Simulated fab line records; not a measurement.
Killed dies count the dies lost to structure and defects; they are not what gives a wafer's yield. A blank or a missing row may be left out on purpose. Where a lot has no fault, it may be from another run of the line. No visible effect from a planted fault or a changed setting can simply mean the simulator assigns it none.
Matching of chambers	flow nand harc	rie diel-03 running NHARC_A_M1_STRIP_18: 4 sister chambers
The step strips in N2/H2. 14 wafers are shown with their chamber, then 7 later ones without.

## WAFERS PAIRED WITH THEIR CHAMBERS
wafer	chamber	drypump motor current A (A)	oes product au (a.u.)	throttle valve pct (%)
L074.2	3	6.4	1.003	14.166
L074.3	1	6.2	0.991	14.179
L074.5	2	5.3	1.001	14.160
L079.2	3	6.4	1.000	14.161
L079.3	1	6.2	0.982	14.165
L079.4	1	6.2	0.986	14.185
L082.2	3	6.4	0.995	14.179
L082.3	2	5.3	0.991	14.176
L082.5	1	6.2	0.997	14.170
L085.2	0	6.2	0.978	14.162
L085.3	2	5.2	1.010	14.156
L085.5	3	6.3	0.993	14.185
L090.1	3	6.3	0.997	14.154
L090.5	2	5.3	1.007	14.164

SIGNATURES (averages over the wafers above)
reading	chamber 0	chamber 1	chamber 2	chamber 3	scatter within a chamber
drypump motor current A	6.200	6.200	5.275	6.360	0.0442
oes product au	0.97800	0.98900	1.00225	0.99760	0.00632
throttle valve pct	14.16200	14.17475	14.16400	14.16900	0.0106
Rule: a wafer lies at a distance from a chamber equal to the root of the sum of squares, over the readings, of (its reading less the chamber's mean, divided by the reading's scatter). If the next closest chamber is less than 2 further off than the closest, the wafer can't be placed; otherwise it belongs to the closest. The scatter: take each reading less its chamber's mean, square it, sum over the shown wafers, divide by the number of wafers less the number of chambers, and take the root.

## WAFERS WITH NO CHAMBER GIVEN
wafer	drypump motor current A (A)	oes product au (a.u.)	throttle valve pct (%)
L090.6	6.2	0.994	14.171
L094.2	5.3	1.006	14.178
L094.3	6.2	0.985	14.170
L094.6	6.2	0.990	14.179
L092.1	5.2	1.005	14.166
L092.2	6.2	1.003	14.156
L092.4	6.2	0.989	14.157

## EACH ONE'S CHAMBER
wafer	from the rows above	in truth
L090.6	can't be placed: 1 or 0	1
L094.2	2	2
L094.3	can't be placed: 1 or 0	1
L094.6	1	1
L092.1	2	2
L092.2	can't be placed: 1 or 3 or 0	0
L092.4	can't be placed: 1 or 0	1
Correctly placed: 3 of 7. These rows do not allow placing 4 (true chamber among the candidates in 4). Number placed wrongly: 0.
